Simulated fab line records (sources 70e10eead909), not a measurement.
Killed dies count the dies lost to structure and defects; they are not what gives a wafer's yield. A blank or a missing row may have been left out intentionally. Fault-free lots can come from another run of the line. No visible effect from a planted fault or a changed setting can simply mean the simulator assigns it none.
A struck lot beside a sound one	flow nandHarc	15 steps out of a route of 1302
Sound: the wafers L746.1, L746.2, L746.3. The struck wafers were L749.1, L749.2, L749.3. The cause comes at the end.
At each step with rows: each side's tool, then ch and its chambers, then its first start. Under that, the readings that differ: sound wafers	struck wafers	difference of the means	sigmas: that difference in standard deviations of wafers without a fault.
alike: a reading whose means differ by less than 2 such deviations, as well as words and numbers matching on both sides. not compared: withheld readings; readings where some wafer has no value; bounds like >300 that might hide an equal value; numbers whose values overlap and for which the record gives no deviation.
Wherever a step has rows on one side only, a row that says differs or no value, or a row with sigmas, the two part there. Numbers that don't overlap but have no deviation are shown without sigmas and don't part them. Lack of a reading on every wafer of one side parts them only where that side has two or more wafers.

first, 1 step without rows for these wafers: NHARC_A_ONON_D1_DEP_00 (target thk 1000 nm).
NHARC_A_ONON_D1_THK_MEAS_02: measures by ellipsometry.
  sound on filmMetro-01, day 8 04:44; struck on filmMetro-02, day 9 10:08
  alike: thkNm
then NHARC_A_ONON_D1_DEP_03 (target thk 1000 nm), 1 step lacking rows for these wafers.
NHARC_A_ONON_D1_THK_MEAS_05: measures by ellipsometry.
  sound on filmMetro-01, day 8 05:18; struck on filmMetro-02, day 9 10:43
  alike: thkNm
then NHARC_A_ONON_D1_DEP_06 (target thk 1000 nm), 1 step lacking rows for these wafers.
NHARC_A_ONON_D1_THK_MEAS_08: measures by ellipsometry.
  sound on filmMetro-01, day 8 05:52; struck on filmMetro-01, day 9 11:16
reading	sound	struck	difference	sigmas
thkNm (nm)	1011 1011 1008	988 989 989	-21	-2
then NHARC_A_ONON_D1_DEP_09 (target thk 1000 nm), 1 step lacking rows for these wafers.
NHARC_A_ONON_D1_THK_MEAS_11: measures by ellipsometry.
  sound on filmMetro-02, day 8 06:26; struck on filmMetro-02, day 9 11:50
  alike: thkNm
then NHARC_A_ONON_D1_DEP_12 (target thk 1000 nm), 1 step lacking rows for these wafers.
NHARC_A_ONON_D1_THK_MEAS_14: measures by ellipsometry.
  sound on filmMetro-02, day 8 07:00; struck on filmMetro-01, day 9 12:24
  alike: thkNm
then, 1 step without rows for these wafers: NHARC_A_ONON_D1_ANNEAL_15 (time 3600 s).
NHARC_A_ONON_D1_DEP_16: target thk 1000 nm.
  sound on pecvdOnon-01 ch 0, day 8 14:18; struck on pecvdOnon-03 ch 0, day 9 20:04
NHARC_A_ONON_D1_THK_MEAS_18: measures by ellipsometry.
  sound on filmMetro-02, day 8 14:49; struck on filmMetro-02, day 9 20:34
reading	sound	struck	difference	sigmas
thkNm (nm)	1016 1017 1016	1568 1569 1567	+552	+50
then NHARC_A_ONON_D1_DEP_19 (target thk 1000 nm), 1 step lacking rows for these wafers.
-- the record jumps here: 16 days lie between the struck wafers' starts before and after (it left off in module A_ONON_D1 and takes up again in module END, whose first step shown is number 1302 of the route) --
NHARC_END_SORT_01:
  sound on prober-01 ch 0, day 24 22:54; struck on prober-01 ch 0, day 26 01:41
reading	sound	struck	difference	sigmas
killedAtArray	62 65 59	675 671 676	+612	+32
killedDies	66 70 63	677 677 677	+611	+32
  alike: killedAtOther, killedAtPeriphery, killedOpen, killedShort

## WHERE THEY PART
Earliest at NHARC_A_ONON_D1_THK_MEAS_08; latest, in this record, at NHARC_END_SORT_01.

WHY: whatever the simulator had introduced
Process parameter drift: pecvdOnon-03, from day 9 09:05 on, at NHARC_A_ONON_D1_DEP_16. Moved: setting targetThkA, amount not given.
